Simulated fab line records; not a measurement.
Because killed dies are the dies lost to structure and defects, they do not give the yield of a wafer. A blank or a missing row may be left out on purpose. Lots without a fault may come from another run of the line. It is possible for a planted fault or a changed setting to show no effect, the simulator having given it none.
The tool behind it: which one? ; flow nand harc ; 33 wafers from 11 lots sampled at 5 of the route's 1302 steps

== WHAT THE GAUGES SHOWED, per wafer ==
NHARC_END_SORT_01. Usual: killed at array 50, standard deviation 17; killed at other 0.7, standard deviation 1; killed at periphery 3.4, standard deviation 2.4; killed dies 54, standard deviation 17; killed open 3.3, standard deviation 1.7; killed short 2.5, standard deviation 1.6.
lot;measured;on;killed at array;killed at other;killed at periphery;killed dies;killed open;killed short;flag
L577;day 24 15:04;prober-02;51 86 83;0 0 0;1 2 2;52 88 85;4 5 3;1 4 0;

== WHAT TOOL EACH LOT RAN ON (gives the tool, then ch and the chambers of the sampled wafers, and finally the start) ==
lot;NHARC_A_STAIRCASE_STRIP_205;NHARC_A_STAIRCASE_TRIM_226;NHARC_A_STAIRCASE_TRIM_229;NHARC_A_STAIRCASE_TRIM_231
L577;plasma asher-02 ch 0,1, day 15 23:56;rie diel-01 ch 1,2,3, day 16 02:14;rie diel-07 ch 0,1,2, day 16 02:35;rie diel-07 ch 0,1,2, day 24 15:04 or earlier
L580;plasma asher-02 ch 0,1, day 16 18:55;rie diel-04 ch 0,2, day 16 21:22;rie diel-04 ch 0,3, day 16 21:43;rie diel-04 ch 0,2, no start
L586;plasma asher-02 ch 1, day 20 00:37;rie diel-07 ch 1,2, day 20 02:46;rie diel-01 ch 0,1, day 20 03:05;rie diel-01 ch 0,2,3, no start
L585;plasma asher-02 ch 1, day 20 07:55;rie diel-01 ch 1,2,3, day 20 10:15;rie diel-04 ch 0,2,3, day 20 10:35;rie diel-04 ch 1,2, no start
L587;plasma asher-01 ch 0,1, day 20 14:21;rie diel-01 ch 0,1,3, day 20 16:38;rie diel-01 ch 0,2,3, day 20 16:58;rie diel-01 ch 1,2,3, no start
L594;plasma asher-02 ch 0,1, day 22 23:51;rie diel-04 ch 0,3, day 23 04:56;rie diel-07 ch 0,1,3, day 23 05:19;rie diel-07 ch 1,2, no start
L595;plasma asher-01 ch 0,1, day 23 22:24;rie diel-01 ch 2,3, day 24 00:39;rie diel-04 ch 0,1, day 24 01:01;rie diel-04 ch 0,1, no start
L597;plasma asher-01 ch 0,1, day 24 23:26;rie diel-07 ch 0,2,3, day 25 01:45;rie diel-07 ch 0,1,2, day 25 02:05;rie diel-07 ch 1,2,3, no start
L599;plasma asher-01 ch 0, day 24 23:44;rie diel-04 ch 0,3, day 25 02:06;rie diel-04 ch 0,2,3, day 25 02:27;rie diel-04 ch 0,3, no start
L596;plasma asher-01 ch 0,1, day 25 02:56;rie diel-01 ch 1,2,3, day 25 05:19;rie diel-01 ch 0,1,3, day 25 05:40;rie diel-01 ch 0,2,3, no start
L600;plasma asher-01 ch 0,1, day 25 12:38;rie diel-07 ch 1,2, day 25 15:14;rie diel-04 ch 0,3, day 25 15:37;rie diel-04 ch 0,1, no start
- NHARC_A_STAIRCASE_STRIP_205: strips in O2.
- NHARC_A_STAIRCASE_TRIM_226: chemistry O2, time 211.2 s.
- NHARC_A_STAIRCASE_TRIM_229: chemistry O2, time 211.2 s.
- NHARC_A_STAIRCASE_TRIM_231: chemistry O2, time 211.2 s.

== AS READ BY THE TOOLS THEMSELVES (means over the sampled wafers that have a number; for cases with no such wafer, the mark the record gives instead) ==
NHARC_A_STAIRCASE_STRIP_205. Usual: drypump motor current A 5.62 A, standard deviation 0.13; heater power w 361 W, standard deviation 35.
lot;tool;drypump motor current A (A);heater power w (W);flag
L577;plasma asher-02;5.70;389;
L580;plasma asher-02;5.70;393;
L586;plasma asher-02;5.63;402;
L585;plasma asher-02;5.67;410;
L587;plasma asher-01;5.51;324;
L594;plasma asher-02;5.69;402;
L595;plasma asher-01;5.47;326;
L597;plasma asher-01;5.47;322;
L599;plasma asher-01;5.42;314;
L596;plasma asher-01;5.53;328;
L600;plasma asher-01;5.47;322;

NHARC_A_STAIRCASE_TRIM_226. Usual: drypump motor current A 5.6 A, standard deviation 0.52; oes product au 1.000 a.u., standard deviation 0.0081; rf vpp V 57.8 V, standard deviation 0.77; run length s 232.3 s, standard deviation 0.45; showerhead plenum p Torr 3.51 Torr, standard deviation 0.12; throttle valve pct 17.036 %, standard deviation 0.0095.
lot;tool;drypump motor current A (A);oes product au (a.u.);rf vpp V (V);run length s (s);showerhead plenum p Torr (Torr);throttle valve pct (%);flag
L577;rie diel-01;5.1;0.990;57.6;232.2;3.50;17.040;
L580;rie diel-04;5.4;1.001;57.5;232.7;3.41;17.031;
L586;rie diel-07;6.4;1.010;57.3;232.2;3.56;17.033;
L585;rie diel-01;5.1;0.995;58.5;232.1;3.66;17.036;
L587;rie diel-01;5.3;0.999;58.1;231.9;3.62;17.040;
L594;rie diel-04;5.7;1.003;57.3;232.6;3.38;17.041;
L595;rie diel-01;5.1;0.995;58.0;216.3;3.56;17.033;OFF
L597;rie diel-07;6.1;1.009;57.7;232.8;3.51;17.036;
L599;rie diel-04;5.8;1.003;58.1;232.4;3.38;17.027;
L596;rie diel-01;5.1;0.993;57.9;216.3;3.64;17.031;OFF
L600;rie diel-07;6.0;1.003;57.6;232.0;3.52;17.036;

NHARC_A_STAIRCASE_TRIM_229. Usual: drypump motor current A 5.7 A, standard deviation 0.47; oes product au 1.002 a.u., standard deviation 0.0078; rf vpp V 57.8 V, standard deviation 0.96; run length s 232.4 s, standard deviation 0.42; showerhead plenum p Torr 3.49 Torr, standard deviation 0.12; throttle valve pct 17.036 %, standard deviation 0.0096.
lot;tool;drypump motor current A (A);oes product au (a.u.);rf vpp V (V);run length s (s);showerhead plenum p Torr (Torr);throttle valve pct (%);flag
L577;rie diel-07;6.2;1.004;58.1;232.4;3.53;17.039;
L580;rie diel-04;5.8;1.000;57.4;232.4;3.41;17.028;
L586;rie diel-01;5.5;0.991;57.3;232.3;3.54;17.045;
L585;rie diel-04;5.7;1.003;57.1;232.4;3.38;17.040;
L587;rie diel-01;5.3;1.002;57.9;232.4;3.54;17.034;
L594;rie diel-07;5.8;1.002;58.4;232.4;3.50;17.041;
L595;rie diel-04;5.6;1.000;57.9;232.6;3.47;17.041;
L597;rie diel-07;6.2;1.001;58.4;232.3;3.49;17.033;
L599;rie diel-04;5.7;1.004;58.0;232.3;3.36;17.022;
L596;rie diel-01;5.3;0.997;57.7;232.1;3.60;17.029;
L600;rie diel-04;6.0;1.005;57.4;232.3;3.34;17.029;

NHARC_A_STAIRCASE_TRIM_231. Usual: drypump motor current A 5.7 A, standard deviation 0.48; oes product au 1.001 a.u., standard deviation 0.0075; rf vpp V 57.7 V, standard deviation 0.88; run length s 232.4 s, standard deviation 0.46; showerhead plenum p Torr 3.49 Torr, standard deviation 0.12; throttle valve pct 17.035 %, standard deviation 0.0091.
lot;tool;drypump motor current A (A);oes product au (a.u.);rf vpp V (V);run length s (s);showerhead plenum p Torr (Torr);throttle valve pct (%);flag
L577;rie diel-07;6.2;1.009;57.9;232.3;3.53;17.033;
L580;rie diel-04;5.5;1.003;57.6;232.6;3.43;17.035;
L586;rie diel-01;5.3;0.991;57.9;232.4;3.54;17.036;
L585;rie diel-04;5.4;1.012;57.8;232.9;3.42;17.032;
L587;rie diel-01;5.1;1.005;58.2;232.0;3.66;17.025;
L594;rie diel-07;6.4;1.012;57.9;232.4;3.55;17.039;
L595;rie diel-04;5.6;1.005;57.6;232.5;3.45;17.032;
L597;rie diel-07;5.9;1.013;58.1;232.2;3.54;17.037;
L599;rie diel-04;6.0;1.003;57.2;232.3;3.35;17.025;
L596;rie diel-01;5.3;0.996;58.0;232.2;3.51;17.037;
L600;rie diel-04;5.6;1.008;57.4;232.5;3.44;17.039;

== THE ANSWER, worked out from the rows above alone ==
Rule: a lot counts as off when the mean over its wafers that have a number is more than 3 standard deviations away from the usual mean. A lot without any number at a reading at which 4 lots or more have one is off too. Any other lot the step has rows for is counted as sound. Order of review: gauges by route order, followed by the tools' own readings, for which a lot's mean as printed above is used. The first step at which some lot is off is used, and at that step the reading that is off furthest; a lot without a number counts as furthest.
Off, at NHARC_A_STAIRCASE_TRIM_226 on run length s: L595, L596.
A tool fits if, at that step or a process step before it, it ran every lot that is off, and no sound lot after the first of them. One fits: rie diel-01 at NHARC_A_STAIRCASE_TRIM_226. A fault onset in the window from L587 (day 20 16:38, its last sound lot) to L595 (day 24 00:39, its first lot off) fits.
The tool's own readings at NHARC_A_STAIRCASE_TRIM_226 bear it out: on the lots that are off they differ by more than 5 times the standard deviation of the sound lots' means. run length s reads 216.3 s there against 232.3 s on the sound lots.

== WHAT THE SIMULATOR PUT IN ==
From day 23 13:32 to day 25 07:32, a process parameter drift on rie diel-01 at NHARC_A_STAIRCASE_TRIM_226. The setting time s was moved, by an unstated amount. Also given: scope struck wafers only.
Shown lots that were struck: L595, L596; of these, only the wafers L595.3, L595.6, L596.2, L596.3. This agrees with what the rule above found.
